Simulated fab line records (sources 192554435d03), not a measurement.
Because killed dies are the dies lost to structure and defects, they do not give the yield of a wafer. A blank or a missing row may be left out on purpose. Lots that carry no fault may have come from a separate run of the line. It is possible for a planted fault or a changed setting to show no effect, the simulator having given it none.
Which tool did it?	flow n5 finfet	Sampling: 11 lots, 30 wafers, 4 of 1938 route steps

WHAT THE GAUGES SHOWED, per wafer
The record lacks any reading of a measuring or inspecting step that a usual standard deviation could be used to judge.

EACH LOT AND THE TOOL THAT RAN IT (in order: tool; ch and the chambers of the sampled wafers; start)
lot	N5_BEOL_M6_ETCH_65	N5_BEOL_M6_STRIP_80	N5_BEOL_M6_CURE_75	N5_BEOL_M6_ALD_77
L382	rie diel-06 ch 0,1,3, day 10 11:08	rie diel-06 ch 0,1,3, day 10 11:43 or earlier	uv cure-03 ch 0, day 10 11:43	ald metal-03 ch 1,3, day 10 12:34
L384	rie diel-03 ch 0,1,3, day 10 14:16	rie diel-03 ch 0,1,3, day 10 14:53 or earlier	uv cure-02 ch 2, day 10 14:53	ald metal-01 ch 0,2,3, day 10 15:22
L385	rie diel-03 ch 1,3, day 11 10:17	rie diel-03 ch 1,3, day 11 10:52 or earlier	uv cure-01 ch 0, day 11 10:52	ald metal-01 ch 0,1,3, day 11 11:49
L391	rie diel-04 ch 3, day 12 17:46	rie diel-04 ch 3, day 12 18:26 or earlier	uv cure-02 ch 1, day 12 18:26	ald metal-03 ch 0,1, day 12 18:52
L392	rie diel-06 ch 0,2, day 13 07:08	rie diel-06 ch 0,2, day 13 07:49 or earlier	uv cure-02 ch 2, day 13 07:49	ald metal-03 ch 1,3, day 13 08:12
L398	rie diel-04 ch 2,3, day 14 11:28	rie diel-04 ch 2,3, day 14 12:02 or earlier	uv cure-01 ch 0, day 14 12:02	ald metal-04 ch 0,1,2, day 14 14:01
L397	rie diel-06 ch 0,1, day 14 13:55	rie diel-06 ch 0,1, day 14 14:29 or earlier	uv cure-03 ch 2, day 14 14:29	ald metal-01 ch 0,3, day 14 14:59
L401	rie diel-04 ch 0,1,3, day 14 19:35	rie diel-04 ch 0,1,3, day 14 20:15 or earlier	uv cure-03 ch 2, day 14 20:15	ald metal-04 ch 0,1,3, day 14 20:36
L400	rie diel-04 ch 1,3, day 15 00:56	rie diel-04 ch 1,3, day 15 01:31 or earlier	uv cure-02 ch 0, day 15 01:31	ald metal-04 ch 0,1, day 15 02:07
L402	rie diel-04 ch 0,1, day 15 17:16	rie diel-04 ch 0,1, day 15 18:01 or earlier	uv cure-03 ch 1, day 15 18:01	ald metal-04 ch 1,2,3, day 15 19:31
L404	rie diel-03 ch 0,1,2, day 15 21:07	rie diel-03 ch 0,1,2, day 15 21:41 or earlier	uv cure-01 ch 0, day 15 21:41	ald metal-04 ch 1,2,3, day 15 22:20
- N5_BEOL_M6_ETCH_65: etches SiARC in CF4, target depth 15.6 nm, time 26 s.
- N5_BEOL_M6_STRIP_80: strips in N2/H2, time 10 s.
- N5_BEOL_M6_CURE_75: cures SiCOH lowk, time 120 s.
- N5_BEOL_M6_ALD_77: deposits TaN, target thk 2 nm, pulse time 2 s, purge time 3 s.

AS READ BY THE TOOLS THEMSELVES (means over the sampled wafers that have a number; for cases with no such wafer, the mark the record gives instead)
N5_BEOL_M6_ETCH_65.
lot	tool	drypump motor current A (A)	etch rf on time s (s)	oes product au (a.u.)	rf vpp V (V)	showerhead plenum p Torr (Torr)	throttle valve pct (%)
L382	rie diel-06	5.4	25.8	0.76	185.7	2.24	15.59
L384	rie diel-03	5.7	26.0	0.67	184.4	2.15	15.48
L385	rie diel-03	6.1	25.9	0.67	184.1	2.13	15.39
L391	rie diel-04	5.8	26.5	0.57	184.5	2.13	15.64
L392	rie diel-06	5.3	25.6	0.76	182.5	2.17	15.47
L398	rie diel-04	6.1	26.3	0.65	183.3	2.12	15.65
L397	rie diel-06	5.6	25.9	0.71	184.4	2.21	15.56
L401	rie diel-04	5.5	25.9	0.61	182.9	2.07	15.63
L400	rie diel-04	5.7	26.2	0.59	183.0	2.06	15.56
L402	rie diel-04	5.2	26.3	0.63	182.9	2.05	15.64
L404	rie diel-03	5.7	26.2	0.64	184.0	2.14	15.66

N5_BEOL_M6_STRIP_80.
lot	tool	drypump motor current A (A)	oes product au (a.u.)	rf vpp V (V)	showerhead plenum p Torr (Torr)	temp c (C)	throttle valve pct (%)
L382	rie diel-06	5.4	0.89	59.3	2.66	40.01	23.56
L384	rie diel-03	5.7	0.78	59.2	2.54	40.03	23.42
L385	rie diel-03	6.1	0.78	59.8	2.51	39.99	23.27
L391	rie diel-04	5.8	0.67	58.5	2.50	39.98	23.21
L392	rie diel-06	5.3	0.87	59.2	2.58	40.01	23.54
L398	rie diel-04	6.1	0.76	58.6	2.49	40.04	23.39
L397	rie diel-06	5.6	0.83	60.3	2.62	39.86	23.69
L401	rie diel-04	5.5	0.71	59.4	2.44	40.04	23.39
L400	rie diel-04	5.7	0.69	59.4	2.43	39.92	23.21
L402	rie diel-04	5.2	0.74	58.9	2.41	39.95	23.57
L404	rie diel-03	5.7	0.75	59.4	2.52	40.03	23.52

N5_BEOL_M6_CURE_75.
lot	tool	lamp power pct (%)	wafer_temp_C_max
L382	uv cure-03	52.30	370.9
L384	uv cure-02	52.33	371.6
L385	uv cure-01	52.24	371.2
L391	uv cure-02	52.26	372.4
L392	uv cure-02	52.33	372.0
L398	uv cure-01	52.29	371.6
L397	uv cure-03	52.28	371.7
L401	uv cure-03	52.31	372.2
L400	uv cure-02	52.31	372.6
L402	uv cure-03	52.35	371.5
L404	uv cure-01	52.35	371.4

N5_BEOL_M6_ALD_77.
lot	tool	heater power w (W)
L382	ald metal-03	456
L384	ald metal-01	403
L385	ald metal-01	436
L391	ald metal-03	400
L392	ald metal-03	446
L398	ald metal-04	373
L397	ald metal-01	401
L401	ald metal-04	371
L400	ald metal-04	377
L402	ald metal-04	366
L404	ald metal-04	376

THE ANSWER, worked out from the rows above alone
Rule: usual is defined by the lots themselves. Put in order of their means at a reading, lots are off if they are a third of the lots or fewer, leave a main group of 4 or more, and stand apart from it by a gap of 3 or more times the standard deviation of the main group's means; of several such gaps the widest counts. Not used: any main group whose means are identical at the precision the tables above print for the reading. A lot without any number at a reading at which 4 lots or more have one is off too. All remaining lots with rows at the step are treated as sound. After the gauges, taken in route order, come the tools' own readings; for these a lot's mean is taken, as printed above. The first step at which some lot is off is used, and at that step the reading that is off furthest; a lot without a number counts as furthest.
Nothing can be told from this: no lot is off at any reading shown.

WHAT THE SIMULATOR HAD PUT IN
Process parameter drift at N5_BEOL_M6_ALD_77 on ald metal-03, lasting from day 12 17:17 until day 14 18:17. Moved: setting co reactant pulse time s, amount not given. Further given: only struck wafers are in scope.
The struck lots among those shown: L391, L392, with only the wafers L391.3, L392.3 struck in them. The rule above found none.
